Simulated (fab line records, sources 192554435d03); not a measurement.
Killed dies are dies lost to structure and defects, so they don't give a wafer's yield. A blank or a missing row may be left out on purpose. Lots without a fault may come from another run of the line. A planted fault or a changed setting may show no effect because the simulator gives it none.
A struck lot beside a sound one | flow n5_finfet | 21 steps out of a route of 1938
Sound: wafers L786.1, L786.2, L786.4. Struck: wafers L792.3, L792.5, L792.6. The cause comes at the end.
At each step with rows: each side's tool, then ch and its chambers, then its first start. Under that, the readings that differ: sound wafers | struck wafers | difference of the means | sigmas: that difference in standard deviations of wafers without a fault.
alike: readings whose means differ by less than 2 such deviations, and words and numbers that are the same on both sides. not compared: withheld readings, readings that some wafer has no value for, bounds like >300 that may hide the same value, and numbers for which the record gives no deviation and whose values overlap.
The two part at a step that has a row with sigmas, a row that says differs or no value, or rows on one side only. Numbers that don't overlap but have no deviation are shown without sigmas and don't part them. A reading that every wafer of one side lacks parts them only if that side has two wafers or more.

first, 9 steps without rows for these wafers: N5_GATE_CUT_COAT_07 (resist thk 30 nm); N5_GATE_CUT_EBR_09; N5_GATE_CUT_SOFTBAKE_08 (time 60 s); N5_GATE_CUT_EXPOSE_10 (exposes mask GATE CUT, target cd 20 nm); N5_GATE_CUT_PEB_11 (peb time 60 s); N5_GATE_CUT_DEVELOP_12 (develop time 30 s); N5_GATE_CUT_DESCUM_18 (chemistry O2, time 7 s); N5_GATE_CUT_ETCH_28 (etches underlayer in N2/H2, target depth 13 nm, time 10.4 s); N5_GATE_CUT_ETCH_36 (etches SiARC in CF4, target depth 13 nm, time 21.7 s).
N5_GATE_CUT_ETCH_37: etches SOC in N2/H2, target depth 60 nm, overetch 12 nm, time 90 s.
  sound on rie_diel-03 ch 0,2, day 4 11:44; struck on rie_diel-03 ch 1,2,3, day 6 00:46
  no value came back on the struck wafers for any of 8 readings (bias_w (W), chamber_pressure_mTorr (mTorr) and others); on the sound wafers bias_w (W) reads 149.3 150.2 149.9
  reading                                          | sound   | struck    | difference | sigmas
  model.underlayer_of_GATE_CUT_COAT_27.thk_nm (nm) | 0 0 0   | 10 10 10  | +10        |
  model.CAR-EUV_of_GATE_CUT_COAT_07.thk_nm (nm)    | 0 0 0   | 7 6.8 6.8 | +7         |
  model.SiARC_of_GATE_CUT_COAT_35.thk_nm (nm)      | 6 6.2 6 | 10 10 10  | +4         |
  not compared: rf_hours_counter_h
then, 2 steps without rows for these wafers: N5_GATE_CUT_STRIP_38 (strips in N2/H2); N5_GATE_CUT_STRIP_39 (strips in N2/H2).
N5_GATE_CUT_HM_OPEN_40: chemistry C4F6/O2, target SiO2, target depth 139 nm, time 85.1 s.
  sound on rie_diel-03 ch 0,2, day 4 11:50; struck on rie_diel-03 ch 1,2,3, day 6 00:52
  reading               | sound             | struck            | difference                    | sigmas
  etch_rf_on_time_s (s) | 90.9 92.8 94.9    | 212.8 212.8 212.7 | +119.9                        | +67
  oes_product_au (a.u.) | 0.68 0.69 0.69    | 0.28 0.29 0.28    | -0.40                         | -6
  rf_fwd_power_W (W)    | 341.3 341.1 343.3 | - - -             | no value on the struck wafers |
  alike: drypump_motor_current_A, oes_f_703_au, rf_vpp_V, showerhead_plenum_p_Torr, throttle_valve_pct
  not compared: rf_hours_counter_h
then, 2 steps without rows for these wafers: N5_GATE_CUT_STRIP_41 (strips in CF4); N5_GATE_CUT_STRIP_42 (strips in O2).
N5_GATE_CUT_ETCH_19: etches SiNx in CH3F/O2, target depth 53.7 nm, time 76.7 s.
  sound on rie_diel-03 ch 0,2, day 4 11:57; struck on rie_diel-03 ch 1,2,3, day 6 00:59
  reading               | sound             | struck            | difference                    | sigmas
  etch_rf_on_time_s (s) | 76.6 78.0 77.3    | 191.8 191.8 191.7 | +114.5                        | +95
  oes_product_au (a.u.) | 0.65 0.65 0.66    | 0.29 0.29 0.28    | -0.37                         | -6
  rf_fwd_power_W (W)    | 391.0 390.1 391.6 | - - -             | no value on the struck wafers |
  alike: CH3F_flow_sccm, O2_flow_sccm, drypump_motor_current_A, oes_f_703_au, rf_vpp_V, showerhead_plenum_p_Torr, throttle_valve_pct
  not compared: rf_hours_counter_h
N5_GATE_CUT_CUT_ETCH_53: etches W in SF6/Cl2, target depth 79.2 nm.
  sound on rie_metal-01 ch 0,1, day 4 12:04; struck on rie_metal-02 ch 0,1, day 6 01:07
  reading                | sound             | struck            | difference | sigmas
  etch_rf_on_time_s (s)  | 26.4 26.7 26.5    | 34.3 34.3 34.3    | +7.8       | +22
  oes_product_au (a.u.)  | 0.74 0.74 0.74    | 0.29 0.30 0.32    | -0.44      | -12
  throttle_valve_pct (%) | 29.13 29.06 29.05 | 27.35 27.34 27.52 | -1.68      | -10
  alike: SF6_flow_sccm, bias_w, drypump_motor_current_A, mfc_cl2_sccm, rf_fwd_power_W
  not compared: rf_hours_counter_h
N5_GATE_CUT_CUT_ETCH_54: etches TiN in Cl2/BCl3, target depth 96.7 nm.
  sound on rie_metal-01 ch 0,1, day 4 12:07; struck on rie_metal-02 ch 0,1, day 6 01:10
  reading                | sound             | struck            | difference | sigmas
  etch_rf_on_time_s (s)  | 36.8 37.4 37.1    | 47.9 47.9 47.9    | +10.8      | +25
  oes_product_au (a.u.)  | 0.75 0.74 0.74    | 0.29 0.29 0.32    | -0.44      | -13
  throttle_valve_pct (%) | 22.22 22.16 22.17 | 22.55 22.56 22.77 | +0.44      | +3
  alike: bcl3_flow_sccm, bias_w, drypump_motor_current_A, mfc_cl2_sccm, rf_fwd_power_W
  not compared: rf_hours_counter_h
N5_GATE_CUT_CUT_ETCH_55: etches HfO2 in BCl3, target depth 3.2 nm.
  sound on rie_metal-01 ch 0,1, day 4 12:11; struck on rie_metal-02 ch 0,1, day 6 01:13
  reading               | sound          | struck         | difference | sigmas
  oes_product_au (a.u.) | 0.83 0.83 0.82 | 0.30 0.30 0.32 | -0.52      | -14
  alike: bcl3_flow_sccm, bias_w, drypump_motor_current_A, rf_fwd_power_W, throttle_valve_pct
  not compared: rf_hours_counter_h
N5_BEOL_M4_RC_MEAS_101:
  the record has rows for the sound wafers here (prober-02 ch 0, day 7 21:18) and none for the struck ones
-- the record jumps here: 8 days lie between the struck wafers' starts before and after (it left off in module BEOL_M4 and takes up again in module PASSIVATION, whose first step shown is number 1936 of the route) --
N5_PASSIVATION_PROBE_49:
  sound on prober-02, day 11 18:36; struck on prober-02, day 13 18:05
  reading                  | sound          | struck         | difference | sigmas
  defect_limited_yield (%) | 90.1 89.9 90.1 | 0 0 0          | -90        | -60
  killed_at_front_end      | 42 33 42       | 1119 1132 1110 | +1081      | +90
  killed_dies              | 117 119 117    | 1180 1180 1180 | +1062      | +59
  killed_on_rim            | 10 18 14       | 152 152 152    | +138       | +32
  sort_bin_5_function (%)  | 6.0 5.1 5.6    | 96.5 96.6 95.6 | +90.7      | +82
  sort_bin_8_speed (%)     | 0 0 0.08       | 0 0 0          | +0         | -4
  sort_n_pass              | 1063 1061 1062 | 0 0 0          | -1062      | -59
  sort_yield_pct (%)       | 90.1 89.9 90.0 | 0 0 0          | -90        | -60
  alike: killed_at_M0_to_M3, killed_at_M4_up, killed_at_contacts, killed_at_other, killed_open, killed_short, sort_bin_6_memory

WHERE THEY PART
First at N5_GATE_CUT_ETCH_37; last, within this record, at N5_PASSIVATION_PROBE_49.

WHY: what the simulator had put in
Skipped step whole: rie_diel-03, from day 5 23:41 on, at N5_GATE_CUT_ETCH_37. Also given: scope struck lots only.
